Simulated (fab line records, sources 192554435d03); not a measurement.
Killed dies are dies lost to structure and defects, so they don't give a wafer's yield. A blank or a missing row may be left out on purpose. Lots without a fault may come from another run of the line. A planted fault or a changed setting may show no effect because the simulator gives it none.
Split-lot experiment | flow n5_finfet | 7 lots, 21 wafers read, on a route of 1938 steps

THE SPLIT
At N5_BEOL_M14_SPUTTER_43 (material TaN, target thk 15 nm, time 24.19 s), the setting time_s was moved away from the recipe's 24.19 s on 9 of the 21 wafers read, by -13.8% to +10.4%. The other wafers ran this setting at the recipe's value.

The reading is taken at the split's own step.

THE READING
TaN_of_BEOL_M14_SPUTTER_43.thk_nm (the simulator's own value, which no gauge read), in nm, at N5_BEOL_M14_SPUTTER_43 (material TaN, target thk 15 nm, time 24.19 s). The file gives no usual value for it. The 12 wafers here that ran the recipe average 15.0 nm, standard deviation 0.24 nm.

wafer  | tool, chamber at the split | time_s as run, s | against the recipe | TaN_of_BEOL_M14_SPUTTER_43.thk_nm, nm | against lot-mates on the recipe
L076.1 | pvd_sputter-02, -          | 24.19            | recipe             | 14.6                                  | -
L076.4 | pvd_sputter-02, -          | 24.19            | recipe             | 14.6                                  | -
L076.5 | pvd_sputter-02, -          | 24.19            | recipe             | 15                                    | -
L078.2 | pvd_sputter-01, -          | 20.85            | -13.8%             | 12.8                                  | -2.4
L078.5 | pvd_sputter-01, -          | 20.85            | -13.8%             | 13                                    | -2.2
L078.6 | pvd_sputter-01, -          | 24.19            | recipe             | 15.2                                  | -
L079.2 | pvd_sputter-02, -          | 24.19            | recipe             | 15                                    | -
L079.3 | pvd_sputter-02, -          | 24.19            | recipe             | 14.8                                  | -
L079.5 | pvd_sputter-02, -          | 24.19            | recipe             | 14.8                                  | -
L082.2 | pvd_sputter-02, -          | 24.19            | recipe             | 14.8                                  | -
L082.4 | pvd_sputter-02, -          | 26.71            | +10.4%             | 16.4                                  | +1.6
L082.6 | pvd_sputter-02, -          | 26.71            | +10.4%             | 16.2                                  | +1.4
L086.1 | pvd_sputter-02, -          | 20.89            | -13.6%             | 13                                    | -2.0
L086.5 | pvd_sputter-02, -          | 20.89            | -13.6%             | 13                                    | -2.0
L086.6 | pvd_sputter-02, -          | 24.19            | recipe             | 15                                    | -
L089.4 | pvd_sputter-01, -          | 25.52            | +5.5%              | 15.8                                  | no lot-mate on the recipe
L089.6 | pvd_sputter-01, -          | 25.52            | +5.5%              | 15.8                                  | no lot-mate on the recipe
L089.5 | pvd_sputter-01, -          | 25.52            | +5.5%              | 15.6                                  | no lot-mate on the recipe
L094.2 | pvd_sputter-01, -          | 24.19            | recipe             | 15.2                                  | -
L094.3 | pvd_sputter-01, -          | 24.19            | recipe             | 15.2                                  | -
L094.4 | pvd_sputter-01, -          | 24.19            | recipe             | 15.4                                  | -

THE FIT
A straight line over all 21 wafers: TaN_of_BEOL_M14_SPUTTER_43.thk_nm changes by +0.142 nm for each +1% of time_s; r = +0.98; the points scatter about the line by 0.21 nm.
The same after taking each lot's own level away (the mean of its wafers on the recipe; 18 wafers): +0.153 nm for each +1%; r = +0.99; scatter 0.14 nm.
On that fit, the largest move of time_s shifts the reading by 2.1 nm.
The lots' own levels span 14.73 to 15.27 nm, that is 2.2 times the standard deviation above.
So the lot-to-lot level changes the slope little: the two slopes agree.
Check: with one of the wafers moved furthest among these (-13.8%) left out of the fit, the line predicts -2.06 nm for it against its lot-mates. It came out at -2.4 nm against them.

THE FILE'S OWN FIT
TaN_of_BEOL_M14_SPUTTER_43.thk_nm changes by +0.154 nm for each +1% of time_s, r = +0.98.
